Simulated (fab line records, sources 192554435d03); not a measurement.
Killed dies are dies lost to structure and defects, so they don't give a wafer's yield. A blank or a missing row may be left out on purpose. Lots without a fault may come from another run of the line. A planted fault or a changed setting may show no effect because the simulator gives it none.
Chamber matching | flow n5_finfet | N5_BEOL_M1_ETCHBACK_99 on rie_diel-04: 4 sister chambers
The step etches SiO2 in CHF3, target depth 5 nm, time 10.4 s. 4 wafers are shown with their chamber, then 8 later ones without.

WAFERS WITH THEIR CHAMBER
wafer  | chamber | drypump_motor_current_A (A)
L081.5 | 1       | 6.2
L088.2 | 0       | 5.3
L088.3 | 2       | 6.7
L094.1 | 3       | 5.1

WAFERS WITHOUT THEIR CHAMBER
wafer  | drypump_motor_current_A (A)
L094.4 | 5.3
L094.5 | 6.2
L095.2 | 6.1
L095.5 | 5.3
L095.6 | 5.1
L096.2 | 5.3
L096.3 | 6.6
L096.5 | 6.6

WHICH CHAMBER EACH WENT THROUGH
wafer  | from the rows above | in truth
L094.4 | 0                   | 0
L094.5 | 1                   | 1
L095.2 | 1                   | 1
L095.5 | 0                   | 0
L095.6 | 3                   | 3
L096.2 | 0                   | 0
L096.3 | 2                   | 2
L096.5 | 2                   | 2
Placed correctly: 8 of 8. Can't be placed from these rows: 0. Placed wrongly: 0.
How it was worked out, from the rows above alone: a wafer's distance from a chamber is the root of the sum, over the readings, of the square of ((its reading less the chamber's mean) divided by the reading's scatter). The wafer belongs to the nearest chamber; if the next one is less than 2 further off, it can't be placed. A chamber's mean is the mean of its shown wafers. The scatter: with one shown wafer a chamber, the root of the mean of the squares of how far each hidden wafer lies from its nearest shown one.
